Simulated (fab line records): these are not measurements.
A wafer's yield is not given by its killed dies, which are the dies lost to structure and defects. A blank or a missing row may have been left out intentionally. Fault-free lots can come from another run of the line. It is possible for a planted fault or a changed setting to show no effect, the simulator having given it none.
Matching of chambers / flow n5_finfet / 4 sister chambers for N5_BEOL_M9_ALD_74 on ald_metal-01
The step deposits TaN, target thk 2 nm, pulse time 2 s, purge time 3 s. 16 wafers are shown with their chamber, then 8 later ones without.

## WAFERS PAIRED WITH THEIR CHAMBERS
wafer=L075.1; chamber=3; heater_power_w (W)=408; susceptor_temp_C (C)=274.92
wafer=L075.2; chamber=1; heater_power_w (W)=490; susceptor_temp_C (C)=274.66
wafer=L075.5; chamber=2; heater_power_w (W)=427; susceptor_temp_C (C)=275.17
wafer=L076.1; chamber=2; heater_power_w (W)=429; susceptor_temp_C (C)=274.71
wafer=L076.2; chamber=0; heater_power_w (W)=435; susceptor_temp_C (C)=275.18
wafer=L076.5; chamber=2; heater_power_w (W)=424; susceptor_temp_C (C)=274.98
wafer=L077.1; chamber=3; heater_power_w (W)=403; susceptor_temp_C (C)=275.30
wafer=L077.2; chamber=0; heater_power_w (W)=438; susceptor_temp_C (C)=274.77
wafer=L077.5; chamber=2; heater_power_w (W)=435; susceptor_temp_C (C)=274.75
wafer=L082.1; chamber=2; heater_power_w (W)=430; susceptor_temp_C (C)=275.16
wafer=L082.2; chamber=0; heater_power_w (W)=435; susceptor_temp_C (C)=275.38
wafer=L082.5; chamber=1; heater_power_w (W)=485; susceptor_temp_C (C)=274.99
wafer=L084.4; chamber=1; heater_power_w (W)=487; susceptor_temp_C (C)=275.20
wafer=L084.5; chamber=1; heater_power_w (W)=481; susceptor_temp_C (C)=274.98
wafer=L084.6; chamber=2; heater_power_w (W)=427; susceptor_temp_C (C)=275.01
wafer=L087.4; chamber=0; heater_power_w (W)=434; susceptor_temp_C (C)=275.07

SIGNATURES (means of the wafers above)
reading=heater_power_w; chamber 0=435.50; chamber 1=485.75; chamber 2=428.67; chamber 3=405.50; scatter within a chamber=3.34
reading=susceptor_temp_C; chamber 0=275.1000; chamber 1=274.9575; chamber 2=274.9633; chamber 3=275.1100; scatter within a chamber=0.225
Rule: for each reading, subtract the chamber's mean from the wafer's reading, divide by that reading's scatter and square the result; add these up over the readings and take the root, which gives the wafer's distance from the chamber. The wafer belongs to the nearest chamber; if the next one is less than 2 further off, it can't be placed. The scatter: the root of (the sum of the squares of (reading less its chamber's mean) over the shown wafers, divided by (wafers less chambers)).

## WAFERS WITHOUT THEIR CHAMBER
wafer=L087.5; heater_power_w (W)=408; susceptor_temp_C (C)=275.07
wafer=L087.6; heater_power_w (W)=448; susceptor_temp_C (C)=275.06
wafer=L089.1; heater_power_w (W)=481; susceptor_temp_C (C)=274.83
wafer=L089.5; heater_power_w (W)=442; susceptor_temp_C (C)=275.06
wafer=L089.6; heater_power_w (W)=488; susceptor_temp_C (C)=275.14
wafer=L094.1; heater_power_w (W)=433; susceptor_temp_C (C)=274.83
wafer=L094.4; heater_power_w (W)=415; susceptor_temp_C (C)=275.12
wafer=L094.5; heater_power_w (W)=425; susceptor_temp_C (C)=274.97

## EACH ONE'S CHAMBER
wafer=L087.5; from the rows above=3; in truth=3
wafer=L087.6; from the rows above=0; in truth=0
wafer=L089.1; from the rows above=1; in truth=1
wafer=L089.5; from the rows above=0; in truth=0
wafer=L089.6; from the rows above=1; in truth=1
wafer=L094.1; from the rows above=can't be placed: 0 or 2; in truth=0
wafer=L094.4; from the rows above=can't be placed: 3 or 2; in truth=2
wafer=L094.5; from the rows above=2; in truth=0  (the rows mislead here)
Correct placement for 5 of the 8. Unplaceable from these rows: 2, with the true chamber sitting among the candidates in 2. Number placed wrongly: 1.
